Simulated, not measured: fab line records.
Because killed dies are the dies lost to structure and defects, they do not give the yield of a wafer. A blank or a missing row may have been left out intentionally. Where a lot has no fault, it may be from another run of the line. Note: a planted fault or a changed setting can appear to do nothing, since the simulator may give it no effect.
A struck lot beside a sound one :: flow n5-finfet :: 22 steps out of a route of 1938
Sound: wafers L566.3, L566.4, L566.5. Struck: wafers L555.1, L555.3. (L555.5 of the same lot was not struck and is left out.) The cause comes at the end.
At each step with rows: each side's tool, then ch and its chambers, then its first start. Under that, the readings that differ: sound wafers :: struck wafers :: difference of the means :: sigmas: that difference in standard deviations of wafers without a fault.
alike: same words and numbers on both sides, and readings whose means sit less than 2 such deviations apart. not compared: any withheld reading, any reading some wafer has no value for, any bound like >300 that may hide the same value, and any number with overlapping values for which the record gives no deviation.
A row with sigmas, a row that says differs or no value, or rows on one side alone: a step with any of these is where the two part. When numbers do not overlap yet have no deviation, they are printed without sigmas and do not part them. A reading that every wafer of one side lacks parts them only if that side has two wafers or more.

first, 3 steps without rows for these wafers: N5_PMOS_HMC_CHANNEL_EPI_EXPOSE_06 (exposes mask PMOS HMC BLK, target cd 240 nm); N5_PMOS_HMC_CHANNEL_EPI_PEB_07 (peb time 60 s); N5_PMOS_HMC_CHANNEL_EPI_DEVELOP_08 (develop time 30 s).
N5_PMOS_HMC_CHANNEL_EPI_CD_MEAS_09: target cd 237.4 nm.
  sound on cd-sem-01 ch 0, day 6 17:22; struck on cd-sem-01 ch 0, day 3 23:47
  alike: cd-nm
N5_PMOS_HMC_CHANNEL_EPI_OVL_MEAS_10:
  sound on overlay-02 ch 0, day 6 17:23; struck on overlay-02 ch 0, day 3 23:49
  alike: PMOS_HMC_BLK_OVL
N5_PMOS_HMC_CHANNEL_EPI_INSPECT_11: inspects for defects (macro).
  sound on defect-inspect-02, day 6 17:25; struck on defect-inspect-01, day 3 23:50
  alike: raw-defect-count
N5_PMOS_HMC_CHANNEL_EPI_DESCUM_14: chemistry O2, time 7.9 s.
  sound on rie-diel-06 ch 0,3, day 6 17:26; struck on rie-diel-02 ch 1,2, day 4 00:02
reading: rf-fwd-power-W (W)
sound: 48.93 48.87 49.41
struck: 49.80 49.55
difference: +0.60
sigmas: +2
  alike: drypump-motor-current-A, oes-product-au, rf-vpp-V, showerhead-plenum-p-Torr, throttle-valve-pct
  not compared: rf-hours-counter-h
then, 1 step without rows for these wafers: N5_PMOS_HMC_CHANNEL_EPI_ETCH_32 (etches BARC in N2/H2, stops on SiO2, target depth 85.8 nm, time 50.3 s).
N5_PMOS_HMC_CHANNEL_EPI_HM_OPEN_15: chemistry CHF3/O2, target SiO2, target depth 40.6 nm, time 20.3 s.
  sound on rie-diel-06 ch 0,3, day 6 17:31; struck on rie-diel-02 ch 1,2, day 4 00:07
  alike: drypump-motor-current-A, oes-product-au, rf-fwd-power-W, rf-vpp-V, showerhead-plenum-p-Torr, throttle-valve-pct
  not compared: rf-hours-counter-h
N5_PMOS_HMC_CHANNEL_EPI_STRIP_33: strips in N2/H2.
  sound on rie-diel-06 ch 0,3, day 6 17:35; struck on rie-diel-02 ch 1,2, day 4 00:10
  alike: drypump-motor-current-A, h2-flow-sccm, oes-product-au, rf-vpp-V, showerhead-plenum-p-Torr, throttle-valve-pct
  not compared: rf-hours-counter-h
then, 1 step without rows for these wafers: N5_PMOS_HMC_CHANNEL_EPI_STRIP_17 (strips in SPM, time 750 s).
N5_PMOS_HMC_CHANNEL_EPI_ETCH_38: etches SiO2 in CF4, target depth 1.5 nm.
  sound on rie-si-02 ch 0,1, day 6 17:53; struck on rie-si-04 ch 0,3, day 4 00:40
  alike: drypump-motor-current-A, oes-product-au, rf-fwd-power-W, throttle-valve-pct
  not compared: rf-hours-counter-h
N5_PMOS_HMC_CHANNEL_EPI_FIN_RECESS_16: chemistry HBr/Cl2, target Si, target depth 54 nm, time 18 s.
  sound on rie-si-02 ch 0,1, day 6 17:54; struck on rie-si-04 ch 0,3, day 4 00:41
reading: oes-product-au (a.u.)
sound: 1.031 1.022 1.025
struck: 1.274 1.275
difference: +0.248
sigmas: +18

reading: throttle-valve-pct (%)
sound: 35.38 35.60 35.38
struck: 34.92 34.63
difference: -0.68
sigmas: -4

reading: model.PMOS_HMC_CHANNEL_EPI.feature-depth-nm (nm)
sound: 55.04 54.45 55.07
struck: 80.05 77.56
difference: +23.95
sigmas: 

reading: model.etch.depth-nm (nm)
sound: 55.04 54.45 55.07
struck: 80.05 77.56
difference: +23.95
sigmas: 

reading: model.SiO2_of_PMOS_HMC_CHANNEL_EPI_HM_DEP_34.thk-nm (nm)
sound: 30.17 30.31 30.57
struck: 28.88 28.85
difference: -1.48
sigmas: 
  alike: drypump-motor-current-A, rf-fwd-power-W
  not compared: rf-hours-counter-h
then, 1 step without rows for these wafers: N5_PMOS_HMC_CHANNEL_EPI_PRECLEAN_36 (cleans in O3/DIW, time 45 s).
N5_PMOS_HMC_CHANNEL_EPI_PRECLEAN_18: cleans in DHF, time 30 s.
  sound on wet-bench-06 ch 3,6,7, day 6 18:01; struck on wet-bench-02 ch 5,6, day 4 00:49
reading: model.SiO2_of_PMOS_HMC_CHANNEL_EPI_HM_DEP_34.thk-nm (nm)
sound: 24.6 24.74 25.01
struck: 23.25 23.24
difference: -1.54
sigmas: 
then, 4 steps without rows for these wafers: N5_PMOS_HMC_CHANNEL_EPI_SRD_19 (time 30 s); N5_PMOS_HMC_CHANNEL_EPI_EPI_20 (deposits SiGe30, target thk 59 nm); N5_PMOS_HMC_CHANNEL_EPI_HM_STRIP_35 (strips SiO2 in dHF, material SiO2, target depth 39.6 nm, time 216 s); N5_PMOS_HMC_CHANNEL_EPI_SRD_39 (time 30 s).
N5_PMOS_HMC_CHANNEL_EPI_CMP_21: polishes SiGe30, target thk 54 nm.
  sound on cmp-04 ch 0,1,3, day 6 19:55; struck on cmp-04 ch 1,2, day 4 02:38
  alike: motor-current-A, slurry-filter-dp-kPa
N5_PMOS_HMC_CHANNEL_EPI_THK_MEAS_22:
  sound on film-metro-02, day 6 20:11; struck on film-metro-02, day 4 02:56
reading: HMC_CMP_THK (nm)
sound: 55.2 54.4 55.1
struck: 59.2 59.3
difference: +4.4
sigmas: +5
then, 1 step without rows for these wafers: N5_PMOS_HMC_CHANNEL_EPI_PRECLEAN_40 (cleans in DHF, time 30 s).

WHERE THEY PART
At N5_PMOS_HMC_CHANNEL_EPI_DESCUM_14 first; at N5_PMOS_HMC_CHANNEL_EPI_THK_MEAS_22 last (within this record only).

WHY: the cause the simulator had injected
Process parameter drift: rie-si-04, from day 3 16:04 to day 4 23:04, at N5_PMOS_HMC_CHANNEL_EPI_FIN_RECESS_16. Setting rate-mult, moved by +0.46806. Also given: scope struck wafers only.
